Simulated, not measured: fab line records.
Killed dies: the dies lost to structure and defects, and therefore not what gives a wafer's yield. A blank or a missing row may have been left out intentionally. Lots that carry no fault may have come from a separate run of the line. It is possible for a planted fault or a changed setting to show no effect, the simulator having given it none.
fab line records	flow n5_finfet
[record] lots = 5	wafers = 15	last_day = 17
route steps=1938 shown BEOL_M1@833 BEOL_M2@841 BEOL_M4@1111 PASSIVATION@1936
lots that met no fault: taken from a fault-free run of the same line
start_h: hours from the record's opening day to when the first of the lot's shown wafers began	wait_h: time in hours since the lot's previous step	" unchanged from the row above	L1.1+2: a single row standing in for several wafers	- either no value or no given start	* or withheld: withheld	< > ~ a bound
route shown NAME@n: a module of which the file shows steps, and the number in the route of the first	usual: the fault-free wafers' mean and standard deviation	same: alike in all rows	chamber/n: place in a boat	sites: the reading at each site	_std_site: the standard deviation of these	_edge_site: outer sites' mean less inner sites'	radius_mm: how far each site lies from the wafer's centre	mask NAME#n: copy n	behind: the tool/chamber that last shaped the wafer	hold: cause of the lot's hold/its duration in hours/its outcome	device: which transistor (n, p or np) failed to switch	end of line: at the end of the route, the tests of the same wafers	for a step that has no rows: nothing shown but its recipe	killed: dies that structure and defects cost at the first sort, which is not the same as the wafer's yield	map: per-die view of a wafer (x killed, . not killed, _ where there is no die)
set.NAME: the setting the step ran with; set.NAME@STEP: the setting that earlier step ran with	model.NAME: the simulator's own value behind a step, which no gauge read
lots at some steps of the route; a table a step, a row a wafer
services: when a tool's chamber went out of use (start_h, in hours from the record's first day, below 0 if earlier), for how many hours, and the reason
[[steps]]
[step N5_BEOL_M1_CMP_52]
[recipe] stop_on = SiOC	t_overpolish_s = 6.8	down_force_psi = 1	platen_rpm = 50	clearing_platen_down_force_psi = 1.5	clearing_platen_rpm = 50	post_cmp_clean = cu_alkaline	target_thk_nm = 40	clearing_platen_pad_velocity_m_s = 0.99484	pad_velocity_m_s = 0.99484
[usual] barrier_field_endpoint_s = 24.7/0.62	edge_zone_pressure_frac = 1.000/0.0051	motor_current_A = 6.2/0.45	overpolish_run_s = 6.800/0.0089	time_to_endpoint_s = 63/3.1
lot.wafer	tool	chamber	start_h	wait_h	barrier_field_endpoint_s	edge_zone_pressure_frac	motor_current_A	overpolish_run_s	time_to_endpoint_s
L301.3	cmp-01	2	124.91	0.2	25.1	0.992	6.9	6.800	68
L301.6	"	0	"	"	25.1	0.990	5.5	6.796	62
L301.5	"	1	"	"	24.4	0.991	6.0	6.791	60
L303.4	cmp-01	2	140.32	0.1	24.9	0.993	6.7	6.798	69
L303.1	"	0	"	"	25.3	1.003	5.3	6.802	65
L303.6	"	2	"	"	26.1	0.994	6.6	6.788	69
L314.3	cmp-03	0	211.33	0.2	24.6	1.000	5.8	6.811	61
L314.2	"	1	"	"	24.5	0.996	6.5	6.813	59
L314.1	"	2	"	"	24.9	1.007	6.7	6.784	64
L322.2	cmp-03	2	264.56	0.3	25.3	0.996	6.5	6.797	67
L322.5	"	3	"	"	26.1	0.995	6.8	6.798	67
L322.6	"	0	"	"	25.9	1.005	5.6	6.809	65
L323.4	cmp-02	3	270.26	0.2	24.3	1.000	6.1	6.798	60
L323.2	"	0	"	"	24.6	1.004	6.2	6.793	62
L323.6	"	3	"	"	23.7	1.010	6.2	6.804	57
[step N5_BEOL_M1_THK_MEAS_53]
[recipe] thk_meas_gauge = xrf	reads = Cu_of_BEOL_M1_ECD_50
[usual] M1_THK = 40.1/1.4
lot.wafer	tool	chamber	start_h	wait_h	M1_THK[nm]
L301.3	film_metro-01	-	125.13	-	41.3
L301.5	"	-	"	"	39.8
L301.6	"	-	"	"	39.8
L303.1	film_metro-02	-	140.61	-	37.9
L303.4	"	-	"	"	40.4
L303.6	"	-	"	"	42.9
L314.1	film_metro-02	-	211.62	-	39.1
L314.2	"	-	"	"	40.3
L314.3	"	-	"	"	40.8
L322.2	film_metro-02	-	264.74	-	42.6
L322.5	"	-	"	"	41.6
L322.6	"	-	"	"	42.7
L323.2	film_metro-01	-	270.52	-	38.8
L323.4	"	-	"	"	39.4
L323.6	"	-	"	"	38.8
[step N5_BEOL_M1_PRE_CLEAN_60]
[recipe] gas = NH3/H2	time_s = 15	temp_c = *	rf_power_w = 300
[usual] heater_power_w = 83/22
[same] time_s = 15
lot.wafer	tool	chamber	start_h	wait_h	heater_power_w
L301.3	cvd_co-01	2	125.18	0.1	117
L301.5	"	2	"	"	116
L301.6	"	0	"	"	70
L303.1	cvd_co-02	2	140.65	0.0	102
L303.4	"	1	"	"	78
L303.6	"	0	"	"	57
L314.1	cvd_co-01	1	211.66	0.0	65
L314.2	"	2	"	"	117
L314.3	"	0	"	"	71
L322.2	cvd_co-02	0	264.78	0.0	60
L322.5	"	1	"	"	80
L322.6	"	2	"	"	105
L323.2	cvd_co-02	1	270.56	0.0	80
L323.4	"	1	"	"	81
L323.6	"	2	"	"	104
[step N5_BEOL_M1_CO_CAP_55]
[recipe] material = Co	target_thk_a = 20	temp_c = 200	precursor = CCTBA/H2	pressure_torr = 30	time_s = 102.1
[usual] heater_power_w = 234/27
[same] time_s = 102.1
lot.wafer	tool	chamber	start_h	wait_h	heater_power_w
L301.3	cvd_co-01	2	125.26	0.1	281
L301.5	"	2	"	"	278
L301.6	"	0	"	"	214
L303.1	cvd_co-02	2	140.69	0.0	264
L303.4	"	1	"	"	228
L303.6	"	0	"	"	206
L314.1	cvd_co-01	1	211.70	0.0	210
L314.2	"	2	"	"	283
L314.3	"	0	"	"	219
L322.2	cvd_co-02	0	264.82	0.0	202
L322.5	"	1	"	"	234
L322.6	"	2	"	"	264
L323.2	cvd_co-02	1	270.60	0.0	225
L323.4	"	1	"	"	228
L323.6	"	2	"	"	265
[step N5_BEOL_M1_PRE_CLEAN_56]
[recipe] gas = NH3	time_s = 15	temp_c = withheld	rf_power_w = 300
[step N5_BEOL_M1_DEP_57]
[recipe] material = SiCN	target_thk_a = 80	temp_c = withheld	precursor = 3MS/NH3	pressure_torr = 3	rf_w = 202	time_s = 14
[step N5_BEOL_M1_RS_MEAS_58]
[recipe] thk_meas_gauge = four-point-probe	reads = Co_of_BEOL_M1_CO_CAP_55+Cu_of_BEOL_M1_ECD_50+Co_of_BEOL_M1_CVD_47+TaN_of_BEOL_M1_ALD_84
[usual] M1_RS = 0.68/0.031
lot.wafer	tool	chamber	start_h	wait_h	M1_RS[ohm/sq]
L301.3	film_metro-02	-	125.44	0.1	0.66
L301.5	"	-	"	"	0.69
L301.6	"	-	"	"	0.69
L303.1	film_metro-02	-	140.90	0.1	0.72
L303.4	"	-	"	"	0.66
L303.6	"	-	"	"	0.62
L314.1	film_metro-01	-	211.88	0.0	0.71
L314.2	"	-	"	"	0.68
L314.3	"	-	"	"	0.67
L322.2	film_metro-01	-	265.03	0.1	0.63
L322.5	"	-	"	"	0.65
L322.6	"	-	"	"	0.63
L323.2	film_metro-01	-	270.79	0.1	0.70
L323.4	"	-	"	"	0.68
L323.6	"	-	"	"	0.70
[step N5_BEOL_M1_INSPECT_59]
[recipe] inspect_instrument = darkfield	mode = post_dep
[usual] raw_defect_count = 70/22
lot.wafer	tool	chamber	start_h	wait_h	raw_defect_count
L301.3	defect_inspect-02	-	125.47	0.0	46
L301.5	"	-	"	"	57
L301.6	"	-	"	"	73
L303.1	defect_inspect-01	-	140.93	0.0	96
L303.4	"	-	"	"	72
L303.6	"	-	"	"	92
L314.1	defect_inspect-01	-	211.91	0.0	66
L314.2	"	-	"	"	88
L314.3	"	-	"	"	39
L322.2	defect_inspect-01	-	265.06	0.0	88
L322.5	"	-	"	"	80
L322.6	"	-	"	"	54
L323.2	defect_inspect-01	-	270.82	0.0	52
L323.4	"	-	"	"	66
L323.6	"	-	"	"	74
[step N5_BEOL_M2_ILD_DEP_00]
[recipe] material = SiOC	target_thk_a = 790	temp_c = 350	precursor = DEMS/O2	pressure_torr = 5	rf_w = 500	time_s = 15.3
[usual] heater_power_w = 493/67	showerhead_plenum_p_Torr = 5.699/0.016	showerhead_vpp_V = 1345/77	throttle_valve_pct = 12.1/0.75
[same] time_s = 15.3
lot.wafer	tool	chamber	start_h	wait_h	heater_power_w	showerhead_plenum_p_Torr	showerhead_vpp_V	throttle_valve_pct
L301.3	pecvd-01	2	125.50	0.0	416	5.692	1440	11.5
L301.5	"	0	"	"	585	5.682	1305	12.1
L301.6	"	2	"	"	423	5.686	1432	11.2
L303.1	pecvd-04	1	140.96	0.0	598	5.715	1417	12.9
L303.4	"	0	"	"	356	5.705	1398	12.7
L303.6	"	2	"	"	431	5.700	1420	12.2
L314.1	pecvd-01	1	211.94	0.0	607	5.677	1322	13.6
L314.2	"	0	"	"	587	5.665	1292	11.9
L314.3	"	2	"	"	439	5.694	1452	11.4
L322.2	pecvd-04	1	265.09	0.0	555	5.704	1401	12.6
L322.5	"	1	"	"	569	5.714	1400	13.0
L322.6	"	0	"	"	322	5.707	1413	13.0
L323.2	pecvd-01	2	270.86	0.0	508	5.684	1468	11.3
L323.4	"	1	"	"	529	5.684	1297	13.8
L323.6	"	0	"	"	509	5.700	1292	12.0
[step N5_BEOL_M2_THK_MEAS_01]
[recipe] reads = SiOC_of_BEOL_M2_ILD_DEP_00
[usual] M2_ILD_THK = 78.8/1.1
lot.wafer	tool	chamber	start_h	wait_h	M2_ILD_THK[nm]
L301.3	film_metro-02	-	125.57	0.1	77.0
L301.5	"	-	"	"	79.9
L301.6	"	-	"	"	77.7
L303.1	film_metro-01	-	141.03	0.0	77.7
L303.4	"	-	"	"	79.7
L303.6	"	-	"	"	80.2
L314.1	film_metro-02	-	212.01	0.0	78.0
L314.2	"	-	"	"	78.6
L314.3	"	-	"	"	78.0
L322.2	film_metro-01	-	265.16	0.1	76.4
L322.5	"	-	"	"	78.3
L322.6	"	-	"	"	78.8
L323.2	film_metro-02	-	270.92	0.1	77.2
L323.4	"	-	"	"	79.7
L323.6	"	-	"	"	80.1
[step N5_BEOL_M2_PECVD_72]
[recipe] material = SiO2	target_thk_a = 160	temp_c = 400	precursor = TEOS/O2	pressure_torr = 5.5	rf_w = 450	teos_flow_sccm = 53.8	gas = O2	flow_sccm = 3000	time_s = 18
[usual] heater_power_w = 717/100	showerhead_plenum_p_Torr = 8.80/0.056	showerhead_vpp_V = 1283/71	throttle_valve_pct = 22.9/1.4
[same] time_s = 18
lot.wafer	tool	chamber	start_h	wait_h	heater_power_w	showerhead_plenum_p_Torr	showerhead_vpp_V	throttle_valve_pct
L301.3	pecvd-01	1	125.61	0.0	761	8.77	1248	25.4
L301.5	"	2	"	"	718	8.78	1373	21.4
L301.6	"	1	"	"	750	8.76	1240	25.5
L303.1	pecvd-03	2	141.07	0.0	777	8.80	1154	22.1
L303.4	"	0	"	"	724	8.74	1305	22.4
L303.6	"	1	"	"	699	8.94	1269	21.2
L314.1	pecvd-03	0	212.05	0.0	657	8.71	1309	22.6
L314.2	"	1	"	"	745	8.92	1271	21.2
L314.3	"	2	"	"	759	8.81	1159	22.4
L322.2	pecvd-03	0	265.20	0.0	754	8.73	1298	22.7
L322.5	"	1	"	"	786	8.91	1262	21.1
L322.6	"	2	"	"	760	8.81	1154	22.4
L323.2	pecvd-03	1	270.96	0.0	770	8.91	1236	21.0
L323.4	"	2	"	"	715	8.83	1140	22.3
L323.6	"	1	"	"	767	8.92	1252	21.3
[step N5_BEOL_M2_HM_DEP_02]
[recipe] material = TiN	target_thk_a = 200	temp_c = 25	chamber_pressure_pa = 0.49996
[step N5_BEOL_M2_COAT_61]
[recipe] resist = SOC	temp_c = 250	time_s = 60	spin_rpm = 1500	resist_thk_nm = 60
[usual] heater_power_total_W = 500.2/1.8	run_length_s = 66.27/0.23	spin_speed_rpm = 1500.1/1
lot.wafer	tool	chamber	start_h	wait_h	heater_power_total_W	run_length_s	spin_speed_rpm
L301.3	litho_track-01	0	126.36	0.1	498.6	66.02	1499.5
L301.5	"	0	"	"	502.3	66.11	1499.1
L301.6	"	0	"	"	501.0	65.97	1499.7
L303.1	litho_track-05	0	142.84	0.1	497.8	66.47	1501.3
L303.4	"	0	"	"	502.4	66.48	1502.5
L303.6	"	0	"	"	498.7	66.28	1500.9
L314.1	litho_track-05	0	216.06	0.1	502.9	66.71	1500.1
L314.2	"	0	"	"	501.5	66.40	1499.7
L314.3	"	0	"	"	544.8	58.10	1499.7
L322.2	litho_track-01	0	265.87	0.1	503.2	65.89	1499.7
L322.5	"	0	"	"	497.6	65.85	1499.7
L322.6	"	0	"	"	497.6	66.19	1500.1
L323.2	litho_track-03	0	271.69	0.1	502.9	66.21	1499.5
L323.4	"	0	"	"	499.1	66.42	1500.2
L323.6	"	0	"	"	499.3	66.20	1500.8
[step N5_BEOL_M2_COAT_62]
[recipe] resist = SiARC	temp_c = 220	time_s = 60	spin_rpm = 1500	resist_thk_nm = 12
[step N5_BEOL_M4_RC_MEAS_101]
[usual] DIBL_N = 35.9/1.9	DIBL_P = 35.8/2.4	IOFF_N = 0.15/0.031	IOFF_P = 0.21/0.037	ION_N = 672/13	ION_P = 462/8.3	SS_N = 71.5/0.72	SS_P = 73.2/0.67	VT_N = 250/3.4	VT_P = -250/3.4
lot.wafer	tool	chamber	start_h	wait_h	DIBL_N[mV/V]	DIBL_P[mV/V]	IOFF_N[nA/um]	IOFF_P[nA/um]	ION_N[uA/um]	ION_P[uA/um]	SS_N[mV/dec]	SS_P[mV/dec]	VT_N[mV]	VT_P[mV]
L301.3	prober-02	0	167.26	0.3	36.2	35.7	0.14	0.19	676	466	70.9	72.5	249	-250
L301.5	"	0	"	"	37.8	36.8	0.14	0.21	658	457	71.5	73.6	252	-251
L301.6	"	0	"	"	38.5	38.9	0.17	0.23	683	467	71.6	74.1	249	-250
L303.1	prober-02	0	184.82	0.0	33.5	34.2	0.13	0.15	664	452	71.4	72.9	253	-256
L303.4	"	0	"	"	35.1	36.1	0.14	0.17	671	453	71.6	73.5	252	-257
L303.6	"	0	"	"	33.6	33.3	0.11	0.13	644	437	71.1	72.4	257	-261
L314.1	prober-01	0	244.71	0.0	34.5	33.8	0.13	0.18	654	449	71.2	72.0	254	-251
L314.2	"	0	"	"	32.3	32.7	0.11	0.17	660	460	70.3	72.0	251	-250
L314.3	"	0	"	"	33.7	35.3	0.13	0.20	675	468	71.3	72.5	248	-248
L323.2	prober-01	0	310.18	0.2	36.0	36.0	0.15	0.20	682	470	71.4	74.1	248	-252
L323.4	"	0	"	"	35.6	35.8	0.14	0.19	671	460	71.7	73.4	251	-253
L323.6	"	0	"	"	37.9	39.3	0.19	0.25	694	471	72.8	74.7	248	-248
L322.2	prober-02	0	310.43	0.2	36.9	39.3	0.16	0.22	676	461	71.9	73.3	252	-251
L322.5	"	0	"	"	37.1	39.7	0.17	0.23	689	464	71.8	73.2	246	-249
L322.6	"	0	"	"	35.9	38.9	0.14	0.22	675	464	72.0	73.0	252	-250
[step N5_PASSIVATION_PROBE_49]
[usual] defect_limited_yield = 91.6/1.2	killed_at_M0_to_M3 = 33/9.4	killed_at_M4_up = 13/5.2	killed_at_contacts = 13/5.6	killed_at_front_end = 37/9.5	killed_at_other = 4/3.1	killed_dies = 99/15	killed_open = 65/11	killed_short = 32/7.5	sort_bin_5_function = 4.9/0.77	sort_bin_6_memory = 3.1/0.65	sort_bin_8_speed = 0.01/0.056	sort_n_pass = 1081/15	sort_yield_pct = 91.6/1.2
[same] gross_dies = 1180	killed_at_back_side = 0	sort_bin_4_leakage[%] = 0
lot.wafer	tool	chamber	start_h	wait_h	defect_limited_yield[%]	killed_at_M0_to_M3	killed_at_M4_up	killed_at_contacts	killed_at_front_end	killed_at_other	killed_dies	killed_open	killed_short	sort_bin_5_function[%]	sort_bin_6_memory[%]	sort_bin_8_speed[%]	sort_n_pass	sort_yield_pct[%]
L301.3	prober-02	-	272.42	0.1	91.8	43	7	20	21	6	97	68	29	4.7	3.3	0	1083	91.8
L301.5	prober-02	-	272.52	0.2	91.4	60	7	7	26	2	102	73	29	5.8	2.7	0	1078	91.4
L301.6	prober-02	-	272.57	0.3	89.9	53	8	23	33	2	119	68	51	5.0	4.4	0	1061	89.9
L314.1	prober-01	-	349.86	0.0	91.9	29	17	6	39	4	95	68	26	5.6	2.2	0	1085	91.9
L314.2	prober-01	-	349.91	0.1	93.0	26	18	10	24	5	83	60	22	3.7	3.0	0.08	1097	93.0
L314.3	prober-01	-	349.96	0.1	91.9	23	24	10	37	2	96	63	27	4.4	3.1	0	1084	91.9
L322.2	prober-02	-	417.52	0.1	91.8	27	10	8	49	3	97	61	30	4.9	2.6	0	1083	91.8
L322.5	prober-02	-	417.67	0.2	94.4	15	5	7	38	1	66	42	24	3.6	1.6	0	1114	94.4
L322.6	prober-02	-	417.72	0.3	91.3	31	8	21	38	5	103	60	42	5.0	3.4	0	1077	91.3
// killed by level:class
L301.3 MOL_CONTACT_COAG:geometric_particle:open=18 BEOL_M1:geometric_particle:open=11 BEOL_M0_SAQP:geometric_particle:open=8 BEOL_M0_SAQP:geometric_particle:short=6 BEOL_M3:geometric_particle:open=6 FIN_SAQP:geometric_particle:short=4 STI_FIN_REVEAL:geometric_particle:open=4 MIM_TOP_ETCH:geometric_particle:open=4
L301.5 BEOL_M0_SAQP:geometric_particle:open=18 BEOL_M1:geometric_particle:open=14 BEOL_M0_SAQP:geometric_particle:short=7 MOL_CONTACT_COAG:geometric_particle:open=6 FIN_SAQP:geometric_particle:short=5 STI_FIN_REVEAL:geometric_particle:open=5 BEOL_M3:geometric_particle:open=5 BEOL_M2:geometric_particle:open=5
L301.6 MOL_CONTACT_COAG:geometric_particle:open=18 BEOL_M0_SAQP:geometric_particle:short=14 BEOL_M2:geometric_particle:open=10 BEOL_M0_SAQP:geometric_particle:open=8 BEOL_M3:geometric_particle:open=7 BEOL_M2:geometric_particle:short=6 STARTING-WAFER:geometric_particle:short=6 FIN_SAQP:geometric_particle:short=5
L314.1 BEOL_M2:geometric_particle:open=13 GATE_CUT:geometric_particle:short=7 BEOL_M1:geometric_particle:open=6 BEOL_M4:geometric_particle:open=6 GATE_CUT:geometric_particle:open=5 MOL_CONTACT_COAG:geometric_particle:open=5 BEOL_M3:geometric_particle:open=5 STI_FIN_REVEAL:geometric_particle:open=4
L314.2 MOL_CONTACT_COAG:geometric_particle:open=9 BEOL_M4:geometric_particle:open=9 GATE_CUT:geometric_particle:open=6 BEOL_M1:geometric_particle:open=6 GATE_CUT:geometric_particle:short=5 BEOL_M0_SAQP:geometric_particle:open=5 BEOL_M0_SAQP:geometric_particle:short=5 BEOL_M3:geometric_particle:open=4
L314.3 BEOL_M4:geometric_particle:open=15 STI_FIN_REVEAL:geometric_particle:open=9 MOL_CONTACT_COAG:geometric_particle:open=8 BEOL_M0_SAQP:geometric_particle:open=8 BEOL_M0_SAQP:geometric_particle:short=6 DUMMY_GATE:geometric_particle:open=5 GATE_CUT:geometric_particle:short=5 HKMG_FIN:area_etch=5
L322.2 FIN_SAQP:geometric_particle:open=15 BEOL_M0_SAQP:geometric_particle:short=10 MOL_CONTACT_COAG:geometric_particle:open=8 BEOL_M0_SAQP:geometric_particle:open=8 FIN_SAQP:geometric_particle:short=6 BEOL_M3:geometric_particle:open=5 HKMG_FIN:area_etch=5 STI_FIN_REVEAL:geometric_particle:open=4
L322.5 STI_FIN_REVEAL:geometric_particle:open=16 FIN_SAQP:geometric_particle:short=8 MOL_CONTACT_COAG:geometric_particle:open=7 BEOL_M1:geometric_particle:open=5 BEOL_M1:geometric_particle:short=3 FIN_SAQP:geometric_particle:open=2 STI_FIN_REVEAL:geometric_particle:short=2 ILD0:geometric_particle:open=2
L322.6 MOL_CONTACT_COAG:geometric_particle:open=15 FIN_SAQP:geometric_particle:short=12 BEOL_M0_SAQP:geometric_particle:short=8 STI_FIN_REVEAL:geometric_particle:open=7 BEOL_M3:geometric_particle:open=7 MOL_CONTACT_COAG:geometric_particle:short=6 BEOL_M0_SAQP:geometric_particle:open=5 BEOL_M1:geometric_particle:open=5
[[services]]
tool	chamber	start_h	hours	kind
cvd_co-01	-	107.70	1.0	repair
cvd_co-02	-	113.47	6.9	pm
cvd_co-01	1	114.79	-	clean
pecvd-01	-	118.04	1.3	repair
cmp-02	-	121.68	0.6	repair
cmp-03	-	122.31	4.0	pm
pecvd-01	1	132.42	29.7	repair
cvd_co-02	-	137.59	2.8	pm
cmp-03	-	137.84	5.7	pm
pecvd-04	0	154.02	4.6	repair
cmp-03	-	157.44	0.8	repair
cmp-03	-	178.16	0.6	repair
cvd_co-01	-	189.76	1.3	repair
cmp-03	-	192.81	6.1	repair
cvd_co-02	2	195.82	16.5	repair
cmp-02	-	202.31	4.0	pm
cmp-01	-	208.03	0.7	repair
pecvd-01	1	216.04	4.4	repair
cmp-02	-	226.91	0.8	repair
cmp-02	-	236.26	5.6	pm
cvd_co-01	-	241.20	0.5	repair
cmp-02	-	245.99	3.0	repair
cmp-02	-	263.63	1.8	repair
cvd_co-02	-	268.73	0.5	repair
[[key]]
[first_sign] step = N5_BEOL_M2_COAT_61	reading = run_length_s	direction = down	sigmas = 35	usual = *	struck = *
[effect] step = N5_BEOL_M2_COAT_61	reading = heater_power_total_W	direction = up	sigmas = 24	usual = *	struck = *
met_at N5_BEOL_M2_COAT_61
struck_wafers L314.3
onset_between 142.84 216.06
[fault] kind = process_parameter_drift	tool = litho_track-05	chamber = -	onset_h = 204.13	steps = N5_BEOL_M2_COAT_61	channel = time_s	offset = *	shape = step	end_h = 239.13	scope = struck_wafers_only	acts_in = *	stated = *
